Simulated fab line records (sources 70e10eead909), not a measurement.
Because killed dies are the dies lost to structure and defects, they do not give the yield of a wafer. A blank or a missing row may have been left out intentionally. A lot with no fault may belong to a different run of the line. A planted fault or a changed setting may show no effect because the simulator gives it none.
Which tool is to blame? ; flow nand_harc ; Sampling: 12 lots, 36 wafers, 5 of 1159 route steps

== WHAT THE GAUGES SHOWED, per wafer ==
NHARC_A_SGD_CUT_OVL_MEAS_10. Usual: overlay_x_nm -0.2 nm, standard deviation 0.91; overlay_y_nm 0.1 nm, standard deviation 0.87.
lot;measured;on;overlay_x_nm (nm);overlay_y_nm (nm);flag
L229;day 14 04:45;overlay-01;0.5 -0.4 0.3;0.4 0.5 0.8;
L232;day 14 12:48;overlay-02;0.1 -0.2 -0.1;-0.7 -0.5 -0.7;
L234;day 15 03:32;overlay-02;-1.0 -1.7 -1.5;-0.4 0.0 0.0;
L237;day 15 23:54;overlay-02;-1.2 -1.3 -0.8;1.3 1.8 1.7;
L248;day 18 08:59;overlay-01;-2.1 -1.6 -1.7;-0.1 -0.3 -0.8;
L250;day 18 09:17;overlay-01;-0.1 -0.1 -0.1;-0.6 -0.6 -1.0;
L245;day 18 09:29;overlay-02;0.1 0.1 -0.3;-0.2 -0.2 -0.1;
L247;day 18 10:35;overlay-02;0.0 0.3 0.2;1.3 0.9 1.1;
L246;day 18 10:56;overlay-02;-0.3 -0.4 -0.2;-1.0 -1.6 -1.4;
L249;day 19 01:10;overlay-02;1.7 2.0 1.3;1.0 0.7 0.9;
L252;day 19 05:41;overlay-02;0.1 0.7 0.2;1.6 1.6 1.5;
L251;day 19 05:51;overlay-02;0.1 -0.3 -0.5;0.9 1.3 0.9;

NHARC_END_SORT_01. Usual: killed_at_array 25, standard deviation 9.8; killed_at_other 0.8, standard deviation 1.1; killed_at_periphery 3.3, standard deviation 2.1; killed_dies 29, standard deviation 10; killed_open 3.3, standard deviation 1.8; killed_short 1.9, standard deviation 1.4.
lot;measured;on;killed_at_array;killed_at_other;killed_at_periphery;killed_dies;killed_open;killed_short;flag
L234;day 20 19:42;prober-01;172 32 25;2 1 4;2 6 5;176 39 34;3 5 2;2 2 2;OFF
L237;day 21 22:07;prober-01;19 26 205;0 0 0;4 6 5;23 32 210;1 4 2;0 1 2;OFF

== TOOL THAT RAN EACH LOT (tool first, then ch and the chambers of the sampled wafers, then the start) ==
lot;NHARC_A_STAIRCASE_DEP_471;NHARC_A_SGD_CUT_ETCH_58;NHARC_A_SGD_CUT_CMP_21
L229;pecvd-01 ch 1,2, day 14 03:16;rie_diel-09 ch 0,2,3, day 14 04:57;cmp-02 ch 2,3, day 14 10:17
L232;pecvd-02 ch 0,1,2, day 14 11:26;rie_diel-10 ch 2,3, day 14 12:59;cmp-01 ch 1,3, day 14 19:58
L234;pecvd-04 ch 0,1, day 15 02:12;rie_diel-02 ch 0,2, day 15 03:43;cmp-01 ch 0,3, day 15 09:05
L237;pecvd-04 ch 0,2, day 15 22:27;rie_diel-02 ch 0,1,3, day 16 00:05;cmp-01 ch 1,2, day 16 06:01
L248;pecvd-02 ch 0,1,2, day 18 07:35;rie_diel-09 ch 0,1,3, day 18 09:11;cmp-01 ch 0,2,3, day 18 16:17
L250;pecvd-01 ch 0,1, day 18 07:48;rie_diel-10 ch 0,2,3, day 18 09:29;cmp-03 ch 1,2,3, day 18 16:16
L245;pecvd-01 ch 1,2, day 18 08:00;rie_diel-02 ch 0,2,3, day 18 09:41;cmp-02 ch 0,1,2, day 18 16:16
L247;pecvd-02 ch 0,1, day 18 09:05;rie_diel-02 ch 0,2, day 18 10:48;cmp-03 ch 0,1, day 18 16:25
L246;pecvd-02 ch 0,1, day 18 09:23;rie_diel-09 ch 0,1,2, day 18 11:07;cmp-02 ch 0,1,3, day 18 16:28
L249;pecvd-01 ch 0,1, day 18 23:44;rie_diel-02 ch 1,3, day 19 01:22;cmp-03 ch 0,1, day 19 06:58
L252;pecvd-02 ch 0,2, day 19 03:56;rie_diel-02 ch 2,3, day 19 06:05;cmp-02 ch 0,2, day 19 13:55
L251;pecvd-01 ch 0,2, day 19 04:08;rie_diel-10 ch 0,2,3, day 19 06:02;cmp-02 ch 1,2,3, day 19 14:05
- NHARC_A_STAIRCASE_DEP_471: deposits SiO2, target thk 100 nm.
- NHARC_A_SGD_CUT_ETCH_58: etches the open film in CF4, target depth 39 nm, time 65 s.
- NHARC_A_SGD_CUT_CMP_21: polishes, target thk 148.19 nm.

== WHAT THE TOOLS THEMSELVES READ (means of the sampled wafers that have a number; where no wafer has one, the mark that the record gives instead) ==
NHARC_A_STAIRCASE_DEP_471. Usual: heater_power_outer_w 322 W, standard deviation 87; heater_power_w 604 W, standard deviation 140; mfc_precursor_sccm 161.3 sccm, standard deviation 0.44; throttle_valve_pct 16.2 %, standard deviation 0.56.
lot;tool;heater_power_outer_w (W);heater_power_w (W);mfc_precursor_sccm (sccm);throttle_valve_pct (%);flag
L229;pecvd-01;304;632;161.1;16.1;
L232;pecvd-02;304;566;161.2;16.2;
L234;pecvd-04;317;598;160.8;16.4;
L237;pecvd-04;267;552;161.3;16.0;
L248;pecvd-02;318;567;161.1;15.9;
L250;pecvd-01;424;758;161.2;17.1;
L245;pecvd-01;374;734;161.3;16.7;
L247;pecvd-02;238;480;161.0;15.7;
L246;pecvd-02;268;526;161.3;15.8;
L249;pecvd-01;457;822;161.4;16.2;
L252;pecvd-02;367;630;161.6;16.1;
L251;pecvd-01;263;525;161.1;15.7;

NHARC_A_SGD_CUT_ETCH_58. Usual: for cf4_flow_sccm, 150.0 sccm with a standard deviation of 0.44; for drypump_motor_current_A, 5.5 A with a standard deviation of 0.45; for oes_product_au, 1.001 a.u. with a standard deviation of 0.0078; for rf_vpp_V, 151.0 V with a standard deviation of 1.2; for run_length_s, 86.3 s with a standard deviation of 0.49; for showerhead_plenum_p_Torr, 1.75 Torr with a standard deviation of 0.068; for throttle_valve_pct, 13.284 % with a standard deviation of 0.0095.
lot;tool;cf4_flow_sccm (sccm);drypump_motor_current_A (A);oes_product_au (a.u.);rf_vpp_V (V);run_length_s (s);showerhead_plenum_p_Torr (Torr);throttle_valve_pct (%);flag
L229;rie_diel-09;150.0;5.9;0.992;151.6;86.4;1.78;13.278;
L232;rie_diel-10;150.1;5.4;1.015;150.9;86.3;1.79;13.290;
L234;rie_diel-02;149.8;5.3;0.990;148.6;80.7;1.67;13.283;OFF
L237;rie_diel-02;149.8;5.7;0.998;150.7;80.3;1.72;13.286;OFF
L248;rie_diel-09;149.8;5.6;0.992;151.0;86.5;1.80;13.275;
L250;rie_diel-10;149.7;5.4;1.001;151.6;86.3;1.81;13.280;
L245;rie_diel-02;149.9;5.5;1.002;150.7;86.6;1.69;13.273;
L247;rie_diel-02;149.8;5.2;1.002;149.6;86.3;1.68;13.277;
L246;rie_diel-09;150.2;5.5;0.988;151.8;86.7;1.76;13.282;
L249;rie_diel-02;150.1;5.9;1.003;150.6;86.3;1.72;13.288;
L252;rie_diel-02;149.4;5.5;1.001;149.8;86.8;1.67;13.286;
L251;rie_diel-10;150.0;5.5;0.998;152.3;86.2;1.81;13.288;

NHARC_A_SGD_CUT_CMP_21. Usual: motor_current_A 12.6 A, standard deviation 1.3; slurry_filter_dp_kPa 13.52 kPa, standard deviation 0.14; time_to_endpoint_s 49.1 s, standard deviation 2.4.
lot;tool;motor_current_A (A);slurry_filter_dp_kPa (kPa);time_to_endpoint_s (s);flag
L229;cmp-02;12.7;13.50;48.6;
L232;cmp-01;12.7;13.62;44.5;
L234;cmp-01;10.5;13.38;48.6;
L237;cmp-01;12.9;13.54;47.1;
L248;cmp-01;10.7;13.54;49.1;
L250;cmp-03;13.2;13.46;46.9;
L245;cmp-02;13.1;13.52;49.8;
L247;cmp-03;12.9;13.68;49.3;
L246;cmp-02;13.3;13.45;53.1;
L249;cmp-03;12.8;13.42;48.6;
L252;cmp-02;13.2;13.49;49.8;
L251;cmp-02;13.0;13.53;50.3;

== THE ANSWER, worked out from the rows above alone ==
Rule: take the mean of a lot's wafers that have a number; if it is more than 3 standard deviations from the usual mean, the lot is off. A lot without any number at a reading at which 4 lots or more have one is off too. Any other lot the step has rows for is counted as sound. Order of review: gauges by route order, followed by the tools' own readings, for which a lot's mean as printed above is used. The first step at which some lot is off is used, and at that step the reading that is off furthest; a lot without a number counts as furthest.
Off: L234, L237 (NHARC_END_SORT_01, killed_at_array). Neither off nor sound, because the step has no rows for them: L229, L232, L248, L250, L245, L247, L246, L249, L252, L251.
A tool fits if, at a process step before that reading, it ran every lot that is off, and no sound lot after the first of them. Not tried: the gauges at NHARC_END_SORT_01; whatever is off there is also off at NHARC_A_SGD_CUT_ETCH_58, on other tools, and gauge error can't account for it. Can't be told from this: 3 tools fit, pecvd-04 at NHARC_A_STAIRCASE_DEP_471, rie_diel-02 at NHARC_A_SGD_CUT_ETCH_58, cmp-01 at NHARC_A_SGD_CUT_CMP_21.

== WHAT THE SIMULATOR PUT IN ==
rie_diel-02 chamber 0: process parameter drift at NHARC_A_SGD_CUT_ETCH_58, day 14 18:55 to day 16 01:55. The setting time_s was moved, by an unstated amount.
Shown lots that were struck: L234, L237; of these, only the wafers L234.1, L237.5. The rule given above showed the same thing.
